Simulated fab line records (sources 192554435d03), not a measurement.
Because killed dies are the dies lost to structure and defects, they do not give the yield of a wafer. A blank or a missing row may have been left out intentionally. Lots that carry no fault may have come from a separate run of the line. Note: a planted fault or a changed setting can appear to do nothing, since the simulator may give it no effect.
Comparing a struck lot with a sound one    flow n5_finfet    15 steps out of a route of 1938
Sound: these wafers, L557.1, L557.4, L557.5. Struck: wafers L562.1, L562.2 (left out: L562.4, a lot-mate that was not struck); the cause follows at the end.
For every step that has rows: the tool of each side, followed by ch and its chambers, followed by its first start. Under that, the readings that differ: sound wafers    struck wafers    difference of the means    sigmas: that difference in standard deviations of wafers without a fault.
alike: same words and numbers on both sides, and readings whose means sit less than 2 such deviations apart. not compared: any withheld reading, any reading some wafer has no value for, any bound like >300 that may hide the same value, and any number with overlapping values for which the record gives no deviation.
The two part at a step that has a row with sigmas, a row that says differs or no value, or rows on one side only. When numbers do not overlap yet have no deviation, they are printed without sigmas and do not part them. A reading that every wafer of one side lacks parts them only if that side has two wafers or more.

N5_BEOL_M1_STRIP_36: strips in N2/H2.
  sound on rie_diel-03 ch 0,1,3, day 8 06:10; struck on rie_diel-03 ch 1,2, day 9 15:23
  alike: drypump_motor_current_A, oes_product_au, power_w, rf_vpp_V, showerhead_plenum_p_Torr, throttle_valve_pct
  not compared: rf_hours_counter_h
N5_BEOL_M1_TRENCH_ETCH_37: etches SiOC in C4F6/O2, target depth 55.207 nm, time 29 s.
  sound: rie_diel-03 ch 0,1,3; struck: rie_diel-03 ch 1,2
  alike: drypump_motor_current_A, oes_f_703_au, oes_product_au, rf_vpp_V, showerhead_plenum_p_Torr, throttle_valve_pct
  not compared: rf_hours_counter_h
N5_BEOL_M1_ETCH_41: etches SiCN in CH3F/O2, target depth 31.9 nm, time 57.8 s.
  sound: rie_diel-03 ch 0,1,3; struck: rie_diel-03 ch 1,2
  alike: drypump_motor_current_A, oes_product_au, rf_vpp_V, showerhead_plenum_p_Torr, throttle_valve_pct
  not compared: rf_hours_counter_h
N5_BEOL_M1_STRIP_97: strips in N2/H2, time 10 s.
  sound: rie_diel-03 ch 0,1,3; struck: rie_diel-03 ch 1,2
  alike: drypump_motor_current_A, oes_product_au, rf_vpp_V, showerhead_plenum_p_Torr, throttle_valve_pct
  not compared: rf_hours_counter_h
N5_BEOL_M1_OCD_MEAS_38:
  sound: ocd-01 at day 8 06:21; struck: ocd-01 at day 9 15:35
  alike: trench_depth_nm
then, 4 steps without rows for these wafers: N5_BEOL_M1_HM_STRIP_39 (strips TiN in peroxide tin strip, target depth 25 nm, time 158 s); N5_BEOL_M1_SRD_40 (time 30 s); N5_BEOL_M1_PRECLEAN_42 (cleans in residue remover, time 60 s); N5_BEOL_M1_SRD_43 (time 30 s).
N5_BEOL_M1_CD_MEAS_35: target cd 18 nm, target cd y 21 nm.
  sound: cd_sem-01 at day 8 06:30; struck: cd_sem-01 at day 9 15:45
  alike: cd_nm
then, 1 step without rows for these wafers: N5_BEOL_M1_DEGAS_44 (time 60 s).
N5_BEOL_M1_PRE_CLEAN_45: time 30 s.
  sound: pvd_sputter-03 at day 8 06:44; struck: pvd_sputter-03 at day 9 16:11
  alike: heater_power_w
N5_BEOL_M1_ALD_84: deposits TaN, pulse time 2 s, purge time 3 s, co reactant purge time 2 s.
  sound on ald_metal-01 ch 2,3, day 8 06:47; struck on ald_metal-01 ch 1,3, day 9 16:14
reading     sound     struck  difference  sigmas
ald_cycles  30 30 30  32 32   +2          
  alike: heater_power_outer_w, heater_power_w, mfc_carrier_sccm, precursor_vessel_temp_c
after that, 1 step had no rows for these wafers: N5_BEOL_M1_SURFACE_TREAT_85.
N5_BEOL_M4_RC_MEAS_101:
  sound on prober-01 ch 0, day 9 21:38; struck on prober-01 ch 0, day 11 04:15
  alike: DIBL_N, DIBL_P, IOFF_N, IOFF_P, ION_N, ION_P, SS_N, SS_P, VT_N, VT_P

WHERE THEY PART
Nowhere in this record.

WHY: what the simulator had put in
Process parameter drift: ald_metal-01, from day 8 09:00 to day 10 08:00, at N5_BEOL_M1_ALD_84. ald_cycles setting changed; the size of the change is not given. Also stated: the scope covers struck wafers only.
